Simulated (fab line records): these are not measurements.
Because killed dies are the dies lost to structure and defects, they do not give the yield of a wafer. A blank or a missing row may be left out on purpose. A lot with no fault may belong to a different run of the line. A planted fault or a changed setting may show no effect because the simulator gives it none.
Matching of chambers | flow nandHarc | NHARC_A_STAIRCASE_DEP_301 on pecvd-01 has 3 sister chambers
The step deposits SiON, target thk 30 nm. 3 wafers are shown with their chamber, then 9 later ones without.

== WAFERS, EACH WITH ITS CHAMBER ==
wafer  | chamber | showerheadVppV (V)
L089.6 | 2       | 1147
L092.1 | 0       | 1150
L092.5 | 1       | 1191

== WAFERS WITH NO CHAMBER GIVEN ==
wafer  | showerheadVppV (V)
L094.2 | 1144
L094.3 | 1151
L094.5 | 1136
L097.2 | 1139
L097.3 | 1163
L097.4 | 1144
L095.1 | 1179
L095.4 | 1147
L095.6 | 1133

== WHICH CHAMBER EACH WENT THROUGH ==
wafer  | from the rows above          | in truth
L094.2 | can't be placed: 2 or 0      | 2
L094.3 | can't be placed: 0 or 2      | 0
L094.5 | can't be placed: 2 or 0      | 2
L097.2 | can't be placed: 2 or 0      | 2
L097.3 | can't be placed: 0 or 2 or 1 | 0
L097.4 | can't be placed: 2 or 0      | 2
L095.1 | can't be placed: 1 or 0      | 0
L095.4 | can't be placed: 2 or 0      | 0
L095.6 | can't be placed: 2 or 0      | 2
Correctly placed: 0 of 9. Unplaceable from these rows: 9, with the true chamber sitting among the candidates in 9. Placed wrongly: 0.
How it was worked out, from the rows above alone: a wafer's distance from a chamber is the root of the sum, over the readings, of the square of ((its reading less the chamber's mean) divided by the reading's scatter). The wafer belongs to the nearest chamber; if the next one is less than 2 further off, it can't be placed. A chamber's mean is the mean of its shown wafers. The scatter (one wafer shown for each chamber): square how far every hidden wafer sits from the nearest shown wafer, average those squares and take the square root.
